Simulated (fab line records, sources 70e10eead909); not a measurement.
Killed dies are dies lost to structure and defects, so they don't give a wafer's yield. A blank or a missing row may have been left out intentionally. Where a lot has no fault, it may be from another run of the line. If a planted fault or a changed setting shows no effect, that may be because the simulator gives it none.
Matching of chambers | flow nand_harc | 4 sister chambers for NHARC_THIN_TSV_DESCUM_14 on rie_diel-13
The step chemistry O2, time 3 s. 4 wafers are shown with their chamber, then 7 later ones without.

== WAFERS WITH THEIR CHAMBER ==
wafer  | chamber | drypump_motor_current_A (A)
L852.1 | 1       | 4.8
L852.6 | 2       | 5.1
L855.2 | 3       | 5.8
L855.5 | 0       | 5.1

== WAFERS WITH NO CHAMBER GIVEN ==
wafer  | drypump_motor_current_A (A)
L855.6 | 4.9
L856.3 | 5.1
L856.4 | 4.8
L856.5 | 5.1
L867.1 | 5.1
L867.3 | 5.8
L867.5 | 5.2

== CHAMBER TAKEN BY EACH ==
wafer  | from the rows above          | in truth
L855.6 | can't be placed: 1 or 0 or 2 | 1
L856.3 | can't be placed: 0 or 2      | 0
L856.4 | 1                            | 1
L856.5 | can't be placed: 0 or 2      | 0
L867.1 | can't be placed: 0 or 2      | 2
L867.3 | 3                            | 3
L867.5 | can't be placed: 0 or 2      | 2
Correctly placed: 2 of 7. From these rows, 5 cannot be placed; in 5 the true chamber is one of the candidates. Number placed wrongly: 0.
How it was worked out, from the rows above alone: a wafer's distance from a chamber is the root of the sum, over the readings, of the square of ((its reading less the chamber's mean) divided by the reading's scatter). If the next closest chamber is less than 2 further off than the closest, the wafer can't be placed; otherwise it belongs to the closest. Each chamber's mean is taken over the wafers shown for it. The scatter (one wafer shown for each chamber): square how far every hidden wafer sits from the nearest shown wafer, average those squares and take the square root.
